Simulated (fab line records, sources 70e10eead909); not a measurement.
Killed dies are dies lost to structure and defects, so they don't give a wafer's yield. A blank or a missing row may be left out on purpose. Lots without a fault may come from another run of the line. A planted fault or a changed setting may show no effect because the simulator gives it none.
Tool commonality check | flow nand_harc | 11 lots, 33 wafers sampled

WHY IT WAS OPENED
At NHARC_A_BONDPAD_THK_MEAS_20 the reading thk_nm is flagged on 2 of 11 lots. Wafers without a fault read 169.6 nm, standard deviation 1.6.
Rule: a lot is flagged when every wafer of it that has a number lies more than 4 standard deviations from that mean, or none has a number. The other lots count as sound.

lot  | measured     | on            | thk_nm (nm), wafer by wafer | flag
L411 | day 23 04:19 | film_metro-01 | 172.8 171.7 171.0           |
L413 | day 24 11:53 | film_metro-02 | 173.9 171.4 171.5           |
L418 | day 26 04:38 | film_metro-02 | 171.1 170.1 170.6           |
L421 | day 26 23:32 | film_metro-01 | 165.9 166.8 167.6           |
L423 | day 27 20:06 | film_metro-02 | 169.7 169.8 170.5           |
L426 | day 28 22:25 | film_metro-01 | 396.2 403.4 396.1           | FLAGGED
L425 | day 29 00:00 | film_metro-02 | 406.9 406.1 401.9           | FLAGGED
L429 | day 31 02:40 | film_metro-02 | 170.0 168.7 166.7           |
L430 | day 31 04:04 | film_metro-01 | 168.6 168.7 169.2           |
L433 | day 33 05:07 | film_metro-01 | 170.5 167.8 170.2           |
L434 | day 33 08:23 | film_metro-01 | 169.0 169.5 171.3           |
The numbers of the flagged lots are 401.8 nm on average: +232.2 nm against the usual, or +99 or more standard deviations.

WHICH TOOL RAN EACH LOT
The record holds 3 process steps before the reading, out of a route of 1302 steps. In each cell: the tool, then ch and the chambers that the sampled wafers went through, then the start.
lot  | flag    | NHARC_A_BONDPAD_ETCH_12                       | NHARC_A_BONDPAD_ANNEAL_28        | NHARC_A_BONDPAD_CMP_19
L411 |         | rie_diel-03 ch 1,2,3, day 23 03:41 or earlier | rtp_anneal-02 ch 0, day 23 03:41 | cmp-01 ch 2,3, day 23 03:59
L413 |         | rie_diel-12 ch 0,2,3, day 24 11:23 or earlier | rtp_anneal-01 ch 0, day 24 11:23 | cmp-02 ch 0,3, day 24 11:34
L418 |         | rie_diel-12 ch 1,3, day 26 03:58 or earlier   | rtp_anneal-02 ch 0, day 26 03:58 | cmp-02 ch 2,3, day 26 04:18
L421 |         | rie_diel-12 ch 1,2, day 26 22:55 or earlier   | rtp_anneal-02 ch 0, day 26 22:55 | cmp-01 ch 0,1,2, day 26 23:15
L423 |         | rie_diel-12 ch 0,1, day 27 19:24 or earlier   | rtp_anneal-02 ch 0, day 27 19:24 | cmp-02 ch 0,1,2, day 27 19:50
L426 | FLAGGED | rie_diel-12 ch 0,1,3, day 28 21:45 or earlier | rtp_anneal-01 ch 0, day 28 21:45 | cmp-01 ch 0,1,2, day 28 22:05
L425 | FLAGGED | rie_diel-12 ch 1,2, day 28 23:23 or earlier   | rtp_anneal-02 ch 0, day 28 23:23 | cmp-01 ch 2,3, day 28 23:41
L429 |         | rie_diel-03 ch 1,2,3, day 31 02:07 or earlier | rtp_anneal-01 ch 0, day 31 02:07 | cmp-01 ch 0,1,2, day 31 02:23
L430 |         | rie_diel-12 ch 1,2,3, day 31 03:23 or earlier | rtp_anneal-02 ch 0, day 31 03:23 | cmp-01 ch 0,1,3, day 31 03:46
L433 |         | rie_diel-11 ch 0,1,2, day 33 04:29 or earlier | rtp_anneal-02 ch 0, day 33 04:29 | cmp-01 ch 0,1,3, day 33 04:53
L434 |         | rie_diel-12 ch 0,2,3, day 33 07:46 or earlier | rtp_anneal-01 ch 0, day 33 07:46 | cmp-02 ch 0,1,2, day 33 08:03
What these steps do:
- NHARC_A_BONDPAD_ETCH_12: etches the open film in CHF3/O2, target depth 220 nm, time 110 s.
- NHARC_A_BONDPAD_ANNEAL_28: time 90 s.
- NHARC_A_BONDPAD_CMP_19: polishes, t overpolish 30 s, cu recess touch 16 s, target thk 169.82 nm.
- NHARC_A_BONDPAD_THK_MEAS_20: measures by xrf.

FLAGGED OVER TOTAL, TOOL BY TOOL (the gauges that took the reading come last)
step                        | tool          | lots run | flagged | share of the flagged lots | sound lots run after its first flagged lot
NHARC_A_BONDPAD_ETCH_12     | rie_diel-03   | 2        | 0       | none                      | -
NHARC_A_BONDPAD_ETCH_12     | rie_diel-11   | 1        | 0       | none                      | -
NHARC_A_BONDPAD_ETCH_12     | rie_diel-12   | 8        | 2       | all                       | 2 (L430,L434)
NHARC_A_BONDPAD_ANNEAL_28   | rtp_anneal-01 | 4        | 1       | some                      | 2 (L429,L434)
NHARC_A_BONDPAD_ANNEAL_28   | rtp_anneal-02 | 7        | 1       | some                      | 2 (L430,L433)
NHARC_A_BONDPAD_CMP_19      | cmp-01        | 7        | 2       | all                       | 3 (L429,L430,L433)
NHARC_A_BONDPAD_CMP_19      | cmp-02        | 4        | 0       | none                      | -
NHARC_A_BONDPAD_THK_MEAS_20 | film_metro-01 | 6        | 1       | some                      | 3 (L430,L433,L434)
NHARC_A_BONDPAD_THK_MEAS_20 | film_metro-02 | 5        | 1       | some                      | 1 (L429)
NHARC_A_BONDPAD_ETCH_12 gives no start for some lots, so the hours and the order of its lots are those of NHARC_A_BONDPAD_ANNEAL_28.

WHAT THE TABLE ALLOWS
2 rows of the table ran every flagged lot: rie_diel-12 at NHARC_A_BONDPAD_ETCH_12, cmp-01 at NHARC_A_BONDPAD_CMP_19.
- rie_diel-12 at NHARC_A_BONDPAD_ETCH_12: 2 of its 8 lots flagged. Sound lots ran on it after the first flagged one (L430, L434), which a lasting fault on the whole tool wouldn't allow.
- cmp-01 at NHARC_A_BONDPAD_CMP_19: 2 of its 7 lots flagged. Sound lots ran on it after the first flagged one (L429, L430, L433), which a lasting fault on the whole tool wouldn't allow. On the flagged lots its readings are blank where sound lots have values: edge_zone_pressure_frac, motor_current_A, overpolish_run_s.
No row of the table ran every flagged lot and no sound lot after the first.

WHAT THE SIMULATOR HAD PUT IN
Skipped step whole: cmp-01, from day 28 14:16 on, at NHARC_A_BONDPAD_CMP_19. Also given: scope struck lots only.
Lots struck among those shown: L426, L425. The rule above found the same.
